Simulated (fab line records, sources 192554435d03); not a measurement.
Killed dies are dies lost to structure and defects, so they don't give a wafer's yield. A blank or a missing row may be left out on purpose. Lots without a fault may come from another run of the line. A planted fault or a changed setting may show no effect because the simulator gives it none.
Chamber matching | flow n5_finfet | N5_BEOL_M12_DEP_53 on pecvd-04: 3 sister chambers
The step deposits SiCN from 3MS/NH3, target thk 30 nm, time 10.5 s. 6 wafers are shown with their chamber, then 9 later ones without.

WAFERS WITH THEIR CHAMBER
wafer  | chamber | throttle_valve_pct (%) | showerhead_plenum_p_Torr (Torr)
L090.5 | 1       | 18.8                   | 4.174
L091.4 | 1       | 19.3                   | 4.186
L092.1 | 2       | 18.1                   | 4.183
L095.1 | 0       | 17.6                   | 4.162
L095.2 | 2       | 17.9                   | 4.185
L095.4 | 0       | 17.9                   | 4.175

WAFERS WITHOUT THEIR CHAMBER
wafer  | throttle_valve_pct (%) | showerhead_plenum_p_Torr (Torr)
L095.3 | 18.2                   | 4.187
L095.5 | 18.0                   | 4.181
L095.6 | 18.0                   | 4.171
L096.4 | 17.9                   | 4.186
L096.5 | 17.9                   | 4.170
L096.6 | 18.3                   | 4.193
L097.2 | 17.9                   | 4.171
L097.4 | 17.6                   | 4.171
L097.5 | 18.1                   | 4.181

WHICH CHAMBER EACH WENT THROUGH
wafer  | from the rows above     | in truth
L095.3 | 2                       | 2
L095.5 | can't be placed: 2 or 0 | 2
L095.6 | can't be placed: 0 or 2 | 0
L096.4 | can't be placed: 2 or 0 | 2
L096.5 | can't be placed: 0 or 2 | 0
L096.6 | can't be placed: 2 or 1 | 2
L097.2 | can't be placed: 0 or 2 | 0
L097.4 | can't be placed: 0 or 2 | 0
L097.5 | can't be placed: 2 or 0 | 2
Placed correctly: 1 of 9. Can't be placed from these rows: 8 (the true chamber is among the candidates in 8). Placed wrongly: 0.
How it was worked out, from the rows above alone: a wafer's distance from a chamber is the root of the sum, over the readings, of the square of ((its reading less the chamber's mean) divided by the reading's scatter). The wafer belongs to the nearest chamber; if the next one is less than 2 further off, it can't be placed. A chamber's mean is the mean of its shown wafers. The scatter: the root of (the sum of the squares of (reading less its chamber's mean) over the shown wafers, divided by (wafers less chambers)).
